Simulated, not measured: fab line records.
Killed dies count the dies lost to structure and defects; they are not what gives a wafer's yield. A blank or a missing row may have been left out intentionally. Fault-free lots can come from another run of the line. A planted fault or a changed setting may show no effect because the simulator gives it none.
Which of the tools did it? / flow n5-finfet / 30 wafers from 10 lots sampled at 5 of the route's 1938 steps

WHAT THE GAUGES SHOWED, per wafer
N5_BEOL_M4_RC_MEAS_101. Usual: DIBL_N 35.8 mV/V, standard deviation 1.6; DIBL_P 36.0 mV/V, standard deviation 1.9; IOFF_N 0.151 nA/um, standard deviation 0.029; IOFF_P 0.21 nA/um, standard deviation 0.037; ION_N 673 uA/um, standard deviation 12; ION_P 463 uA/um, standard deviation 7.3; SS_N 71.5 mV/dec, standard deviation 0.58; SS_P 73.2 mV/dec, standard deviation 0.61; VT_N 251 mV, standard deviation 3.3; VT_P -250 mV, standard deviation 3.3.
lot=L419; measured=day 8 18:42; on=prober-01; DIBL_N (mV/V)=36.8 35.3 34.1; DIBL_P (mV/V)=36.7 34.5 33.3; IOFF_N (nA/um)=0.151 0.128 0.108; IOFF_P (nA/um)=0.20 0.17 0.15; ION_N (uA/um)=668 657 652; ION_P (uA/um)=456 457 452; SS_N (mV/dec)=72.1 71.0 71.1; SS_P (mV/dec)=73.5 72.6 72.0; VT_N (mV)=253 254 257; VT_P (mV)=-252 -253 -253; flag=
lot=L420; measured=day 9 12:37; on=prober-01; DIBL_N (mV/V)=37.9 35.4 36.3; DIBL_P (mV/V)=38.3 34.5 35.2; IOFF_N (nA/um)=0.189 0.134 0.162; IOFF_P (nA/um)=0.27 0.20 0.22; ION_N (uA/um)=690 679 677; ION_P (uA/um)=472 465 466; SS_N (mV/dec)=71.9 71.2 70.9; SS_P (mV/dec)=74.3 73.4 73.4; VT_N (mV)=247 251 248; VT_P (mV)=-244 -248 -247; flag=
lot=L422; measured=day 9 14:28; on=prober-01; DIBL_N (mV/V)=34.5 35.4 36.9; DIBL_P (mV/V)=34.6 34.6 37.2; IOFF_N (nA/um)=0.125 0.136 0.161; IOFF_P (nA/um)=0.16 0.17 0.20; ION_N (uA/um)=674 672 676; ION_P (uA/um)=456 459 455; SS_N (mV/dec)=70.6 71.2 71.5; SS_P (mV/dec)=73.4 72.7 73.4; VT_N (mV)=254 253 252; VT_P (mV)=-256 -255 -249; flag=
lot=L421; measured=day 9 16:43; on=prober-02; DIBL_N (mV/V)=37.3 38.8 37.0; DIBL_P (mV/V)=36.7 38.8 36.2; IOFF_N (nA/um)=0.142 0.179 0.137; IOFF_P (nA/um)=0.21 0.25 0.20; ION_N (uA/um)=666 688 660; ION_P (uA/um)=465 468 461; SS_N (mV/dec)=71.2 72.3 71.1; SS_P (mV/dec)=72.9 73.8 72.8; VT_N (mV)=252 249 255; VT_P (mV)=-248 -248 -251; flag=
lot=L425; measured=day 9 18:19; on=prober-01; DIBL_N (mV/V)=34.8 35.8 34.7; DIBL_P (mV/V)=32.8 35.3 34.9; IOFF_N (nA/um)=0.112 0.133 0.124; IOFF_P (nA/um)=0.14 0.17 0.18; ION_N (uA/um)=664 668 657; ION_P (uA/um)=453 461 453; SS_N (mV/dec)=71.5 71.8 71.6; SS_P (mV/dec)=72.6 73.1 72.9; VT_N (mV)=255 252 251; VT_P (mV)=-257 -252 -252; flag=
lot=L428; measured=day 11 01:40; on=prober-01; DIBL_N (mV/V)=34.9 36.4 35.8; DIBL_P (mV/V)=36.0 37.1 38.3; IOFF_N (nA/um)=0.134 0.156 0.156; IOFF_P (nA/um)=0.17 0.18 0.19; ION_N (uA/um)=662 678 677; ION_P (uA/um)=453 456 463; SS_N (mV/dec)=71.1 71.5 71.2; SS_P (mV/dec)=73.5 73.6 73.4; VT_N (mV)=255 251 250; VT_P (mV)=-252 -258 -252; flag=
lot=L429; measured=day 11 09:23; on=prober-02; DIBL_N (mV/V)=34.1 35.6 34.4; DIBL_P (mV/V)=33.3 35.7 35.0; IOFF_N (nA/um)=0.110 0.138 0.121; IOFF_P (nA/um)=0.15 0.17 0.17; ION_N (uA/um)=647 674 664; ION_P (uA/um)=447 459 455; SS_N (mV/dec)=71.5 71.9 70.9; SS_P (mV/dec)=72.4 73.0 73.3; VT_N (mV)=252 251 253; VT_P (mV)=-255 -252 -253; flag=
lot=L431; measured=day 11 21:02; on=prober-02; DIBL_N (mV/V)=38.4 37.6 35.3; DIBL_P (mV/V)=38.4 36.6 34.5; IOFF_N (nA/um)=0.191 0.158 0.130; IOFF_P (nA/um)=0.24 0.20 0.18; ION_N (uA/um)=689 674 651; ION_P (uA/um)=473 455 448; SS_N (mV/dec)=71.1 71.8 71.3; SS_P (mV/dec)=73.7 73.1 73.1; VT_N (mV)=247 251 252; VT_P (mV)=-250 -252 -252; flag=
lot=L434; measured=day 12 13:26; on=prober-01; DIBL_N (mV/V)=33.5 34.4 33.5; DIBL_P (mV/V)=33.6 34.1 32.7; IOFF_N (nA/um)=0.129 0.130 0.115; IOFF_P (nA/um)=0.17 0.18 0.17; ION_N (uA/um)=672 676 656; ION_P (uA/um)=457 465 456; SS_N (mV/dec)=70.5 70.6 70.9; SS_P (mV/dec)=72.7 72.7 72.2; VT_N (mV)=254 253 255; VT_P (mV)=-252 -252 -252; flag=
lot=L440; measured=day 14 02:34; on=prober-01; DIBL_N (mV/V)=34.7 35.3 34.8; DIBL_P (mV/V)=35.1 36.0 35.4; IOFF_N (nA/um)=0.136 0.142 0.128; IOFF_P (nA/um)=0.19 0.21 0.20; ION_N (uA/um)=671 664 660; ION_P (uA/um)=457 459 456; SS_N (mV/dec)=70.9 71.9 71.4; SS_P (mV/dec)=72.2 73.1 72.6; VT_N (mV)=252 252 254; VT_P (mV)=-252 -251 -253; flag=

N5_PASSIVATION_INSPECT_64: inspects for defects (macro). Usual: raw-defect-count 2.0, standard deviation 1.4.
lot=L419; measured=day 12 17:01; on=defect-inspect-01; raw-defect-count=1 0 1; flag=
lot=L420; measured=day 14 03:07; on=defect-inspect-02; raw-defect-count=6 0 4; flag=
lot=L422; measured=day 13 19:25; on=defect-inspect-01; raw-defect-count=2 2 1; flag=
lot=L421; measured=day 13 23:42; on=defect-inspect-02; raw-defect-count=3 2 0; flag=
lot=L425; measured=day 14 07:54; on=defect-inspect-02; raw-defect-count=2 2 3; flag=
lot=L428; measured=day 15 10:28; on=defect-inspect-02; raw-defect-count=1 0 2; flag=
lot=L429; measured=day 15 10:46; on=defect-inspect-01; raw-defect-count=5; flag=
lot=L431; measured=day 16 01:32; on=defect-inspect-02; raw-defect-count=2 3; flag=
lot=L434; measured=day 16 22:00; on=defect-inspect-02; raw-defect-count=3 0 1; flag=
lot=L440; measured=day 18 11:39; on=defect-inspect-02; raw-defect-count=1 5 1; flag=

TOOL THAT RAN EACH LOT (tool first, then ch and the chambers of the sampled wafers, then the start)
lot=L419; N5_BEOL_M11_VIA_ETCH_34=rie-diel-01 ch 1,3, day 11 07:14; N5_PASSIVATION_SPUTTER_20=pvd-sputter-03, day 12 16:23; N5_PASSIVATION_AL_DEP_21=pvd-sputter-03, day 12 16:29
lot=L420; N5_BEOL_M11_VIA_ETCH_34=rie-diel-05 ch 1,2,3, day 12 06:35; N5_PASSIVATION_SPUTTER_20=pvd-sputter-03, day 14 02:29; N5_PASSIVATION_AL_DEP_21=pvd-sputter-03, day 14 02:35
lot=L422; N5_BEOL_M11_VIA_ETCH_34=rie-diel-01 ch 1,2,3, day 12 06:25; N5_PASSIVATION_SPUTTER_20=pvd-sputter-03, day 13 18:48; N5_PASSIVATION_AL_DEP_21=pvd-sputter-03, day 13 18:54
lot=L421; N5_BEOL_M11_VIA_ETCH_34=rie-diel-01 ch 1,3, day 12 05:37; N5_PASSIVATION_SPUTTER_20=pvd-sputter-01, day 13 22:57; N5_PASSIVATION_AL_DEP_21=pvd-sputter-01, day 13 23:03
lot=L425; N5_BEOL_M11_VIA_ETCH_34=rie-diel-06 ch 2,3, day 12 09:13; N5_PASSIVATION_SPUTTER_20=pvd-sputter-02, day 14 07:09; N5_PASSIVATION_AL_DEP_21=pvd-sputter-02, day 14 07:15
lot=L428; N5_BEOL_M11_VIA_ETCH_34=rie-diel-05 ch 0,3, day 13 20:51; N5_PASSIVATION_SPUTTER_20=pvd-sputter-03, day 15 09:51; N5_PASSIVATION_AL_DEP_21=pvd-sputter-03, day 15 09:57
lot=L429; N5_BEOL_M11_VIA_ETCH_34=rie-diel-06 ch 1,2,3, day 14 01:19; N5_PASSIVATION_SPUTTER_20=pvd-sputter-02, day 15 10:01; N5_PASSIVATION_AL_DEP_21=pvd-sputter-02, day 15 10:07
lot=L431; N5_BEOL_M11_VIA_ETCH_34=rie-diel-06 ch 0,1,2, day 14 05:59; N5_PASSIVATION_SPUTTER_20=pvd-sputter-02, day 16 00:54; N5_PASSIVATION_AL_DEP_21=pvd-sputter-02, day 16 01:00
lot=L434; N5_BEOL_M11_VIA_ETCH_34=rie-diel-05 ch 0,1,2, day 15 05:52; N5_PASSIVATION_SPUTTER_20=pvd-sputter-03, day 16 21:15; N5_PASSIVATION_AL_DEP_21=pvd-sputter-03, day 16 21:21
lot=L440; N5_BEOL_M11_VIA_ETCH_34=rie-diel-01 ch 0,1,2, day 16 20:31; N5_PASSIVATION_SPUTTER_20=pvd-sputter-01, day 18 11:01; N5_PASSIVATION_AL_DEP_21=pvd-sputter-01, day 18 11:07
- N5_BEOL_M11_VIA_ETCH_34: etches SiCOH lowk in C4F6/O2, target depth 184.5 nm, time 69.2 s.
- N5_PASSIVATION_SPUTTER_20: material TaN, target thk 50 nm.
- N5_PASSIVATION_AL_DEP_21: deposits Al, target thk 2800 nm, time 170 s.

AS READ BY THE TOOLS THEMSELVES (means over the sampled wafers that have a number; for cases with no such wafer, the mark the record gives instead)
N5_BEOL_M11_VIA_ETCH_34. Usual: bias-w 185.0 W, standard deviation 0.52; chamber-pressure-mTorr 30.002 mTorr, standard deviation 0.028; drypump-motor-current-A 5.9 A, standard deviation 0.42; mfc-ar-sccm 300.0 sccm, standard deviation 0.93; oes-product-au 0.76 a.u., standard deviation 0.079; rf-vpp-V 666 V, standard deviation 11; showerhead-plenum-p-Torr 2.88 Torr, standard deviation 0.1; throttle-valve-pct 20.89 %, standard deviation 0.21.
lot=L419; tool=rie-diel-01; bias-w (W)=184.0; chamber-pressure-mTorr (mTorr)=30.038; drypump-motor-current-A (A)=5.9; mfc-ar-sccm (sccm)=300.5; oes-product-au (a.u.)=0.72; rf-vpp-V (V)=668; showerhead-plenum-p-Torr (Torr)=2.94; throttle-valve-pct (%)=20.75; flag=
lot=L420; tool=rie-diel-05; bias-w (W)=185.1; chamber-pressure-mTorr (mTorr)=30.006; drypump-motor-current-A (A)=5.8; mfc-ar-sccm (sccm)=299.9; oes-product-au (a.u.)=0.78; rf-vpp-V (V)=668; showerhead-plenum-p-Torr (Torr)=2.85; throttle-valve-pct (%)=20.85; flag=
lot=L422; tool=rie-diel-01; bias-w (W)=185.0; chamber-pressure-mTorr (mTorr)=29.991; drypump-motor-current-A (A)=6.1; mfc-ar-sccm (sccm)=300.4; oes-product-au (a.u.)=0.73; rf-vpp-V (V)=665; showerhead-plenum-p-Torr (Torr)=2.87; throttle-valve-pct (%)=20.74; flag=
lot=L421; tool=rie-diel-01; bias-w (W)=185.2; chamber-pressure-mTorr (mTorr)=30.027; drypump-motor-current-A (A)=5.9; mfc-ar-sccm (sccm)=300.4; oes-product-au (a.u.)=0.72; rf-vpp-V (V)=668; showerhead-plenum-p-Torr (Torr)=2.94; throttle-valve-pct (%)=20.76; flag=
lot=L425; tool=rie-diel-06; bias-w (W)=185.4; chamber-pressure-mTorr (mTorr)=29.996; drypump-motor-current-A (A)=6.4; mfc-ar-sccm (sccm)=299.3; oes-product-au (a.u.)=0.72; rf-vpp-V (V)=663; showerhead-plenum-p-Torr (Torr)=2.83; throttle-valve-pct (%)=20.89; flag=
lot=L428; tool=rie-diel-05; bias-w (W)=184.3; chamber-pressure-mTorr (mTorr)=30.001; drypump-motor-current-A (A)=5.7; mfc-ar-sccm (sccm)=299.7; oes-product-au (a.u.)=0.70; rf-vpp-V (V)=669; showerhead-plenum-p-Torr (Torr)=2.87; throttle-valve-pct (%)=21.20; flag=
lot=L429; tool=rie-diel-06; bias-w (W)=185.3; chamber-pressure-mTorr (mTorr)=29.987; drypump-motor-current-A (A)=6.2; mfc-ar-sccm (sccm)=300.4; oes-product-au (a.u.)=0.68; rf-vpp-V (V)=665; showerhead-plenum-p-Torr (Torr)=2.86; throttle-valve-pct (%)=20.93; flag=
lot=L431; tool=rie-diel-06; bias-w (W)=184.8; chamber-pressure-mTorr (mTorr)=30.005; drypump-motor-current-A (A)=5.7; mfc-ar-sccm (sccm)=299.7; oes-product-au (a.u.)=0.75; rf-vpp-V (V)=667; showerhead-plenum-p-Torr (Torr)=2.91; throttle-valve-pct (%)=20.99; flag=
lot=L434; tool=rie-diel-05; bias-w (W)=184.7; chamber-pressure-mTorr (mTorr)=29.969; drypump-motor-current-A (A)=5.7; mfc-ar-sccm (sccm)=299.8; oes-product-au (a.u.)=0.85; rf-vpp-V (V)=677; showerhead-plenum-p-Torr (Torr)=2.88; throttle-valve-pct (%)=20.77; flag=
lot=L440; tool=rie-diel-01; bias-w (W)=185.5; chamber-pressure-mTorr (mTorr)=30.032; drypump-motor-current-A (A)=6.1; mfc-ar-sccm (sccm)=299.5; oes-product-au (a.u.)=0.73; rf-vpp-V (V)=665; showerhead-plenum-p-Torr (Torr)=2.87; throttle-valve-pct (%)=20.86; flag=

N5_PASSIVATION_SPUTTER_20. Usual: throttle-valve-pct 29.7 %, standard deviation 1.1.
lot=L419; tool=pvd-sputter-03; throttle-valve-pct (%)=29.6; flag=
lot=L420; tool=pvd-sputter-03; throttle-valve-pct (%)=29.6; flag=
lot=L422; tool=pvd-sputter-03; throttle-valve-pct (%)=29.7; flag=
lot=L421; tool=pvd-sputter-01; throttle-valve-pct (%)=29.6; flag=
lot=L425; tool=pvd-sputter-02; throttle-valve-pct (%)=30.8; flag=
lot=L428; tool=pvd-sputter-03; throttle-valve-pct (%)=29.4; flag=
lot=L429; tool=pvd-sputter-02; throttle-valve-pct (%)=29.3; flag=
lot=L431; tool=pvd-sputter-02; throttle-valve-pct (%)=29.7; flag=
lot=L434; tool=pvd-sputter-03; throttle-valve-pct (%)=29.8; flag=
lot=L440; tool=pvd-sputter-01; throttle-valve-pct (%)=30.6; flag=

N5_PASSIVATION_AL_DEP_21. Usual: throttle-valve-pct 29.7 %, standard deviation 1.1.
lot=L419; tool=pvd-sputter-03; throttle-valve-pct (%)=29.7; flag=
lot=L420; tool=pvd-sputter-03; throttle-valve-pct (%)=29.6; flag=
lot=L422; tool=pvd-sputter-03; throttle-valve-pct (%)=29.5; flag=
lot=L421; tool=pvd-sputter-01; throttle-valve-pct (%)=29.7; flag=
lot=L425; tool=pvd-sputter-02; throttle-valve-pct (%)=30.8; flag=
lot=L428; tool=pvd-sputter-03; throttle-valve-pct (%)=29.4; flag=
lot=L429; tool=pvd-sputter-02; throttle-valve-pct (%)=29.1; flag=
lot=L431; tool=pvd-sputter-02; throttle-valve-pct (%)=29.9; flag=
lot=L434; tool=pvd-sputter-03; throttle-valve-pct (%)=29.6; flag=
lot=L440; tool=pvd-sputter-01; throttle-valve-pct (%)=30.5; flag=

THE ANSWER, worked out from the rows above alone
Rule: a lot counts as off when the mean over its wafers that have a number is more than 3 standard deviations away from the usual mean. Also off: a lot with no number at a reading for which 4 or more lots have one. All remaining lots with rows at the step are treated as sound. The gauges are gone through in route order, then the tools' own readings, and for those a lot's mean is taken as printed above. At the first step where some lot is off, the reading lying furthest off is the one used; lots without a number count as furthest.
None of the lots is off at any reading shown; this tells nothing.

WHAT THE SIMULATOR HAD INSERTED
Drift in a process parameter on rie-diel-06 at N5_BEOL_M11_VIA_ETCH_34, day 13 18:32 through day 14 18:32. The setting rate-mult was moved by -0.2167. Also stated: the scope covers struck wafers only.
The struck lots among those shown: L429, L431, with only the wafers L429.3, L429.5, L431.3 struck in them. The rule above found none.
